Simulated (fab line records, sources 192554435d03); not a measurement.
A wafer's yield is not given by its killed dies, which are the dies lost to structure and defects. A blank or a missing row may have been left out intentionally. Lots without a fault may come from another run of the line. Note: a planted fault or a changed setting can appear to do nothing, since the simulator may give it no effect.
Problem report in the 8D (eight disciplines) form, filled by code || flow n5Finfet || the parts of the form that need people (team, actions taken, sign-off) are left out

1. WHAT WENT WRONG
Mean of cathodeDcPowerW at N5_BEOL_M15_SPUTTER_43: 20148 W over 2 wafers from 1 lot, against 15000 W (standard deviation 2.8) on wafers with no fault. So: +99 or more standard deviations from the usual mean.
The step: material TaN, target thk 15 nm, time 24.19 s.
Seen first at day 15 03:14 on pvdSputter-03, wafer L955.4. At this step, 27 wafers from 9 lots have a number in the record. Rule for "out" (also "out of limits"): further than 4 standard deviations from the usual mean. The rest of the wafers with a number are treated as sound.

2. WHAT IT IS, AND WHAT IT ISN'T
{"question": "which readings at this step", "is": "cathodeDcPowerW", "is not": "throttleValvePct"}
{"question": "which lots", "is": "L955", "is not": "L943, L947, L948, L949, L957, L959, L963, L964"}
{"question": "which wafers of those lots", "is": "L955.4, L955.6", "is not": "L955.1"}
{"question": "read on which tools", "is": "pvdSputter-03", "is not": "pvdSputter-01, pvdSputter-02"}
{"question": "when", "is": "from day 15 03:14", "is not": "up to then (16 sound wafers); but 9 sound wafers of L959, L963, L964 came after"}

3. WHAT RULES OUT EACH SUSPECT
Counting: if a tool at a process step up to the reading ran every lot that is out, it stays a suspect. Sound lots after the first of them don't rule it out here, since some wafers of a struck lot are sound.
- rieDiel-06 at N5_BEOL_M15_ETCH_57 (etches SOC in N2/H2, time 750 s): kept. The lot that is out, L955, ran on it at day 14 22:41; the last sound lot it ran before that was L947, at day 12 21:25.
- rieDiel-03 at N5_BEOL_M15_STRIP_37 (strips in O2): kept. The lot that is out, L955, ran on it at day 15 03:14; the last sound lot it ran before that was L948, at day 13 04:01. N5_BEOL_M15_STRIP_37: start missing for some lots; hours and lot order therefore follow N5_BEOL_M15_SPUTTER_43.
- rieDiel-03 at N5_BEOL_M15_ETCH_38 (etches SiCN in CF4/N2, target depth 106.4 nm, time 120.5 s): kept. The lot that is out, L955, ran on it at day 15 03:14; the last sound lot it ran before that was L948, at day 13 04:01. N5_BEOL_M15_ETCH_38: start missing for some lots; hours and lot order therefore follow N5_BEOL_M15_SPUTTER_43.
- pvdSputter-03 at N5_BEOL_M15_SPUTTER_43 (material TaN, target thk 15 nm, time 24.19 s): kept. The lot that is out, L955, ran on it at day 15 03:14; the last sound lot it ran before that was L957, at day 15 02:55. Out on those wafers are its own readings of cathodeDcPowerW.
- Within rieDiel-03 at N5_BEOL_M15_STRIP_37: the wafers that are out ran in chamber 0; their sound lot-mates ran in chamber 2.
- Within rieDiel-03 at N5_BEOL_M15_ETCH_38: the wafers that are out ran in chamber 0; their sound lot-mates ran in chamber 2.
Left after counting: rieDiel-06 at N5_BEOL_M15_ETCH_57, rieDiel-03 at N5_BEOL_M15_STRIP_37, rieDiel-03 at N5_BEOL_M15_ETCH_38, pvdSputter-03 at N5_BEOL_M15_SPUTTER_43.

4. THE CAUSE (what the simulator had put in)
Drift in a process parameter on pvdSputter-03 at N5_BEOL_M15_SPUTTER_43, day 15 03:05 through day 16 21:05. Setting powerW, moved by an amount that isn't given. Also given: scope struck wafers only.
This tool is one of the 4 suspects left after counting.

5. THE CHAIN OF EFFECTS, in route order
Rows list readings where the struck wafers' mean (over those with a number) sits beyond 3 standard deviations from the usual. Only readings for which the record gives a usual standard deviation are gone through. hours: the time from each lot's start at the first step in this table that gives one to its start at this step, as a median over the lots. sigmas: the change in usual standard deviations.
{"hours": 0, "step": "N5_BEOL_M15_SPUTTER_43", "reading": "cathodeDcPowerW", "usual": "15000 W", "on struck wafers": 20148, "change": "+5148", "sigmas": "+99 or more"}
{"hours": 1, "step": "N5_BEOL_M15_CMP_49", "reading": "barrierFieldEndpointS", "usual": "11.39 s", "on struck wafers": 13.79, "change": "+2.40", "sigmas": "+10"}
It contains these process steps:
- N5_BEOL_M15_SPUTTER_43: material TaN, target thk 15 nm, time 24.19 s.
- N5_BEOL_M15_CMP_49: polishes, stops on SiO2, t overpolish 4.9 s, target thk 850 nm.

6. HOW IT WOULD HAVE BEEN CAUGHT EARLIER
The fault began at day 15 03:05; the first out-of-limits reading in this record came at day 15 03:14, 0 hours later.
